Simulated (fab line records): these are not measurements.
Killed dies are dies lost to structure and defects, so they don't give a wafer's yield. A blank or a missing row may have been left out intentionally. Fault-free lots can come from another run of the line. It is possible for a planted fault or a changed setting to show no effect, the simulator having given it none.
Chamber matching | flow n5-finfet | N5_BEOL_M11_STRIP_67 on rie-diel-05 has 4 sister chambers
The step strips in CF4. 4 wafers are shown with their chamber, then 8 later ones without.

## WAFERS WITH THEIR CHAMBER
wafer  | chamber | drypump-motor-current-A (A)
L086.3 | 1       | 6.2
L088.5 | 0       | 4.9
L093.4 | 3       | 5.4
L076.2 | 2       | 5.7

## WAFERS WHOSE CHAMBER IS MISSING
wafer  | drypump-motor-current-A (A)
L076.3 | 6.1
L076.5 | 5.7
L095.1 | 6.2
L095.3 | 4.9
L095.6 | 6.2
L097.1 | 6.2
L097.3 | 5.7
L097.6 | 6.2

## EACH ONE'S CHAMBER
wafer  | from the rows above | in truth
L076.3 | 1                   | 1
L076.5 | 2                   | 2
L095.1 | 1                   | 1
L095.3 | 0                   | 0
L095.6 | 1                   | 1
L097.1 | 1                   | 1
L097.3 | 2                   | 2
L097.6 | 1                   | 1
8 of 8 placed correctly. From these rows, 0 cannot be placed. Number placed wrongly: 0.
How it was worked out, from the rows above alone: a wafer's distance from a chamber is the root of the sum, over the readings, of the square of ((its reading less the chamber's mean) divided by the reading's scatter). If the next closest chamber is less than 2 further off than the closest, the wafer can't be placed; otherwise it belongs to the closest. For every chamber, the mean is computed from those of its wafers that are shown. The scatter (one wafer shown for each chamber): square how far every hidden wafer sits from the nearest shown wafer, average those squares and take the square root.
